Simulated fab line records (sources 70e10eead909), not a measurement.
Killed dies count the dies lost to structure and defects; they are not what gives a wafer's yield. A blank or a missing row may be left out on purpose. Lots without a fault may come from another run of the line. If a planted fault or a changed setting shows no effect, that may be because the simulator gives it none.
A lot that was struck, set against a sound lot    flow nand-harc    44 out of 1302 route steps
Sound: the wafers L320.1, L320.2, L320.6. Wafers L329.1, L329.2, L329.5 were the ones struck. At the end, the cause is stated.
At each step with rows: each side's tool, then ch and its chambers, then its first start. Under that, the readings that differ: sound wafers    struck wafers    difference of the means    sigmas: that difference in standard deviations of wafers without a fault.
alike: same words and numbers on both sides, and readings whose means sit less than 2 such deviations apart. not compared: any withheld reading, any reading some wafer has no value for, any bound like >300 that may hide the same value, and any number with overlapping values for which the record gives no deviation.
A row with sigmas, a row that says differs or no value, or rows on one side alone: a step with any of these is where the two part. When numbers do not overlap yet have no deviation, they are printed without sigmas and do not part them. A reading that every wafer of one side lacks parts them only if that side has two wafers or more.

first, 9 steps without rows for these wafers: NHARC_P_GATE_OXIDE_02 (material SiO2, target thk 37.5 nm, ox time 365 s); NHARC_P_GATE_DEHYDRATE_03 (time 120 s); NHARC_P_GATE_HMDS_04 (time 30 s); NHARC_P_GATE_COAT_05; NHARC_P_GATE_SOFTBAKE_06 (time 95 s); NHARC_P_GATE_EBR_07; NHARC_P_GATE_EXPOSE_08 (exposes mask P HV); NHARC_P_GATE_PEB_09 (peb time 85 s); NHARC_P_GATE_DEVELOP_10 (time 70 s).
NHARC_P_GATE_CD_MEAS_11 targets a cd of 1640 nm.
  sound on cd-sem-03 ch 0, day 4 15:00; struck on cd-sem-02 ch 0, day 8 02:20
  alike: cd-nm
then, 1 step without rows for these wafers: NHARC_P_GATE_HARDBAKE_12 (time 80 s).
NHARC_P_GATE_DESCUM_13: chemistry O2, time 3 s.
  sound on rie-diel-08 ch 0,1, day 4 15:10; struck on rie-diel-06 ch 0,1, day 8 02:30
reading                sound              struck             difference  sigmas
oes-product-au (a.u.)  1.014 1.005 1.007  0.980 0.974 0.983  -0.030      -2
  alike: drypump-motor-current-A, o2-flow-sccm, rf-vpp-V, showerhead-plenum-p-Torr, throttle-valve-pct
  not compared: rf-hours-counter-h
NHARC_P_GATE_ETCH_14: etches SiO2 in dHF, target depth 48.8 nm.
  sound on wet-bench-06 ch 1,4,7, day 4 15:19; struck on wet-bench-06 ch 2,4,7, day 8 02:38
then, 5 steps without rows for these wafers: NHARC_P_GATE_STRIP_15 (strips in SPM, time 780 s); NHARC_P_GATE_PRECLEAN_71 (cleans in SC1); NHARC_P_GATE_SRD_72; NHARC_P_GATE_OXIDE_16 (material SiO2, target thk 3 nm, ox time 392 s); NHARC_P_GATE_CVD_17 (deposits poly-Si, target thk 150 nm, time 900 s).
NHARC_P_GATE_HM_DEP_102: deposits aC, target thk 120 nm.
  sound on acl-dep-02 ch 0, day 5 05:17; struck on acl-dep-02 ch 0, day 8 16:45
  alike: throttle-valve-pct
then, 9 steps without rows for these wafers: NHARC_P_GATE_DEP_103 (deposits SiON, target thk 30 nm); NHARC_P_GATE_DEHYDRATE_18 (time 120 s); NHARC_P_GATE_HMDS_19 (time 30 s); NHARC_P_GATE_COAT_20 (resist thk 90 nm); NHARC_P_GATE_SOFTBAKE_21 (time 55 s); NHARC_P_GATE_EBR_22; NHARC_P_GATE_EXPOSE_23 (exposes mask P GATE, target cd 120 nm); NHARC_P_GATE_PEB_24 (peb time 65 s); NHARC_P_GATE_DEVELOP_25 (develop time 35 s).
NHARC_P_GATE_CD_MEAS_26 targets a cd of 120 nm.
  sound on cd-sem-02 ch 0, day 5 06:38; struck on cd-sem-01 ch 0, day 8 18:05
  alike: cd-nm
NHARC_P_GATE_OVL_MEAS_27:
  sound on overlay-01, day 5 06:43; struck on overlay-02, day 8 18:10
  alike: overlay-x-nm, overlay-y-nm
NHARC_P_GATE_INSPECT_28:
  sound on defect-inspect-02, day 5 06:45; struck on defect-inspect-02, day 8 18:13
reading           sound  struck       difference  sigmas
raw-defect-count  4 6 5  886 894 916  +894        +99 or more
then, 1 step without rows for these wafers: NHARC_P_GATE_DESCUM_31 (chemistry O2, time 3 s).
NHARC_P_GATE_ETCH_104: etches the open film in CF4/CHF3, target depth 60 nm.
  sound on rie-diel-13 ch 1,3, day 5 06:55; struck on rie-diel-06 ch 0,2, day 8 18:21
reading                sound              struck             difference  sigmas
oes-product-au (a.u.)  0.974 0.958 0.965  0.903 0.925 0.920  -0.050      -3
rf-vpp-V (V)           374.8 371.6 373.4  367.1 368.3 369.3  -5.0        -2
  alike: drypump-motor-current-A, showerhead-plenum-p-Torr, throttle-valve-pct
then, 2 steps without rows for these wafers: NHARC_P_GATE_HM_OPEN_105 (chemistry O2/COS, target depth 360 nm); NHARC_P_GATE_STRIP_106 (strips in O2/COS).
NHARC_P_GATE_ETCH_114: etches the open film in CF4/O2, target depth 30 nm, overetch 3 nm, time 16.5 s.
  sound: rie-diel-13 ch 1,3; struck: rie-diel-06 ch 0,2
  alike: drypump-motor-current-A, o2-flow-sccm, oes-product-au, rf-vpp-V, showerhead-plenum-p-Torr, throttle-valve-pct
  not compared: rf-hours-counter-h
NHARC_P_GATE_ETCH_32: etches the open film in HBr/Cl2, target depth 150 nm, time 100.1 s.
  sound on rie-si-06 ch 0,3, day 5 07:21; struck on rie-si-05 ch 1,2, day 8 18:44
reading                sound              struck             difference  sigmas
oes-product-au (a.u.)  0.985 0.982 0.980  1.017 1.020 1.010  +0.033      +3
  alike: drypump-motor-current-A, he-backside-leak-sccm, throttle-valve-pct
  not compared: rf-hours-counter-h
then, 1 step without rows for these wafers: NHARC_P_GATE_STRIP_108 (strips in O2).
NHARC_P_GATE_CD_MEAS_33:
  sound on cd-sem-03, day 5 07:40; struck on cd-sem-02, day 8 19:06
  alike: cd-nm
then, 3 steps without rows for these wafers: NHARC_P_GATE_STRIP_35 (strips in SPM, time 600 s); NHARC_P_GATE_PRECLEAN_73 (cleans in SC1); NHARC_P_GATE_SRD_74.
NHARC_P_GATE_INSPECT_68:
  sound on defect-inspect-01, day 6 01:30; struck on defect-inspect-02, day 9 12:35
reading           sound        struck          difference  sigmas
raw-defect-count  202 227 155  1069 1196 1263  +981        +16
-- jump in the record: it breaks off in module P_GATE and resumes in module END (first step shown: number 1302 of the route), and 18 days separate the struck wafers' starts before and after --
NHARC_END_SORT_01:
  the record has rows for the struck wafers here (prober-02 ch 0, day 27 22:59) and none for the sound ones

## WHERE THEY PART
Earliest at NHARC_P_GATE_DESCUM_13; latest, in this record, at NHARC_END_SORT_01.

WHY: what the simulator had put in
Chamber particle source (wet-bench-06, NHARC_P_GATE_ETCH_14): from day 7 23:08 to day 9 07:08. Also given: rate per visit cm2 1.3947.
